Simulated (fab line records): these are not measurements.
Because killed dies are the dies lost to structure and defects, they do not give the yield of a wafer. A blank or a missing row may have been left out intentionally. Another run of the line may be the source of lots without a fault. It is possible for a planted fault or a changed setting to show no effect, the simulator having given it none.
Chamber matching :: flow n5 finfet :: rie si-01 running N5_ZERO_LAYER_ETCH_18: 4 sister chambers
The step etches Si in HBr/Cl2, target depth 120 nm, time 40 s. 4 wafers are shown with their chamber, then 8 later ones without.

== EACH WAFER AND ITS CHAMBER ==
wafer: L084.2
chamber: 3
throttle valve pct (%): 36.13

wafer: L084.5
chamber: 2
throttle valve pct (%): 36.10

wafer: L084.6
chamber: 1
throttle valve pct (%): 36.66

wafer: L088.1
chamber: 0
throttle valve pct (%): 36.15

== WAFERS WITH NO CHAMBER GIVEN ==
wafer: L088.2
throttle valve pct (%): 36.67

wafer: L088.4
throttle valve pct (%): 36.14

wafer: L092.1
throttle valve pct (%): 36.16

wafer: L092.2
throttle valve pct (%): 36.64

wafer: L092.5
throttle valve pct (%): 36.65

wafer: L095.1
throttle valve pct (%): 36.09

wafer: L095.4
throttle valve pct (%): 36.65

wafer: L095.5
throttle valve pct (%): 36.64

== WHICH CHAMBER EACH WENT THROUGH ==
wafer: L088.2
from the rows above: 1
in truth: 1

wafer: L088.4
from the rows above: can't be placed: 0 or 3
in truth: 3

wafer: L092.1
from the rows above: can't be placed: 0 or 3
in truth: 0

wafer: L092.2
from the rows above: 1
in truth: 1

wafer: L092.5
from the rows above: 1
in truth: 1

wafer: L095.1
from the rows above: 2
in truth: 2

wafer: L095.4
from the rows above: 1
in truth: 1

wafer: L095.5
from the rows above: 1
in truth: 1
Placed correctly: 6 of 8. Not placeable from these rows: 2 (in 2, the candidates include the true chamber). Placed wrongly: 0.
How it was worked out, from the rows above alone: a wafer's distance from a chamber is the root of the sum, over the readings, of the square of ((its reading less the chamber's mean) divided by the reading's scatter). If the next closest chamber is less than 2 further off than the closest, the wafer can't be placed; otherwise it belongs to the closest. For every chamber, the mean is computed from those of its wafers that are shown. The scatter (one wafer shown for each chamber): square how far every hidden wafer sits from the nearest shown wafer, average those squares and take the square root.
